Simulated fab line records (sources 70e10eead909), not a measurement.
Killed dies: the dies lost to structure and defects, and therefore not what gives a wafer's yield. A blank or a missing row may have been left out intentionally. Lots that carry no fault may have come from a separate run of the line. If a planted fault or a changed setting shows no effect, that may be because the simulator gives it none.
Chamber matching / flow nand-harc / NHARC_A_CHANNEL_HOLE_D1_ETCH_44 on rie-diel-10 has 4 sister chambers
The step etches the open film in CF4/O2, target depth 140 nm, overetch 14 nm, time 77 s. 8 wafers are shown with their chamber, then 9 later ones without.

== WAFERS PAIRED WITH THEIR CHAMBERS ==
wafer=L075.3; chamber=0; drypump-motor-current-A (A)=6.1; rf-vpp-V (V)=198.9
wafer=L079.4; chamber=0; drypump-motor-current-A (A)=6.1; rf-vpp-V (V)=199.3
wafer=L091.1; chamber=1; drypump-motor-current-A (A)=5.3; rf-vpp-V (V)=198.9
wafer=L091.3; chamber=3; drypump-motor-current-A (A)=6.6; rf-vpp-V (V)=197.5
wafer=L091.4; chamber=2; drypump-motor-current-A (A)=6.4; rf-vpp-V (V)=197.3
wafer=L092.2; chamber=1; drypump-motor-current-A (A)=5.3; rf-vpp-V (V)=198.2
wafer=L092.5; chamber=2; drypump-motor-current-A (A)=6.4; rf-vpp-V (V)=197.0
wafer=L092.6; chamber=3; drypump-motor-current-A (A)=6.5; rf-vpp-V (V)=196.6

== WAFERS WHOSE CHAMBER IS MISSING ==
wafer=L093.1; drypump-motor-current-A (A)=6.1; rf-vpp-V (V)=199.0
wafer=L093.2; drypump-motor-current-A (A)=5.3; rf-vpp-V (V)=197.3
wafer=L093.5; drypump-motor-current-A (A)=6.4; rf-vpp-V (V)=197.8
wafer=L096.2; drypump-motor-current-A (A)=5.3; rf-vpp-V (V)=196.6
wafer=L096.5; drypump-motor-current-A (A)=6.4; rf-vpp-V (V)=196.1
wafer=L096.6; drypump-motor-current-A (A)=6.5; rf-vpp-V (V)=198.2
wafer=L097.3; drypump-motor-current-A (A)=6.1; rf-vpp-V (V)=198.4
wafer=L097.4; drypump-motor-current-A (A)=6.4; rf-vpp-V (V)=197.3
wafer=L097.6; drypump-motor-current-A (A)=6.5; rf-vpp-V (V)=196.4

== CHAMBER TAKEN BY EACH ==
wafer=L093.1; from the rows above=0; in truth=0
wafer=L093.2; from the rows above=1; in truth=1
wafer=L093.5; from the rows above=2; in truth=2
wafer=L096.2; from the rows above=1; in truth=1
wafer=L096.5; from the rows above=2; in truth=2
wafer=L096.6; from the rows above=can't be placed: 3 or 2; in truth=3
wafer=L097.3; from the rows above=0; in truth=0
wafer=L097.4; from the rows above=2; in truth=2
wafer=L097.6; from the rows above=can't be placed: 3 or 2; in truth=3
Correct placement for 7 of the 9. Can't be placed from these rows: 2 (the true chamber is among the candidates in 2). Placed wrongly: 0.
How it was worked out, from the rows above alone: a wafer's distance from a chamber is the root of the sum, over the readings, of the square of ((its reading less the chamber's mean) divided by the reading's scatter). The wafer belongs to the nearest chamber; if the next one is less than 2 further off, it can't be placed. The mean given for a chamber averages the wafers shown for that chamber. The scatter: the root of (the sum of the squares of (reading less its chamber's mean) over the shown wafers, divided by (wafers less chambers)).
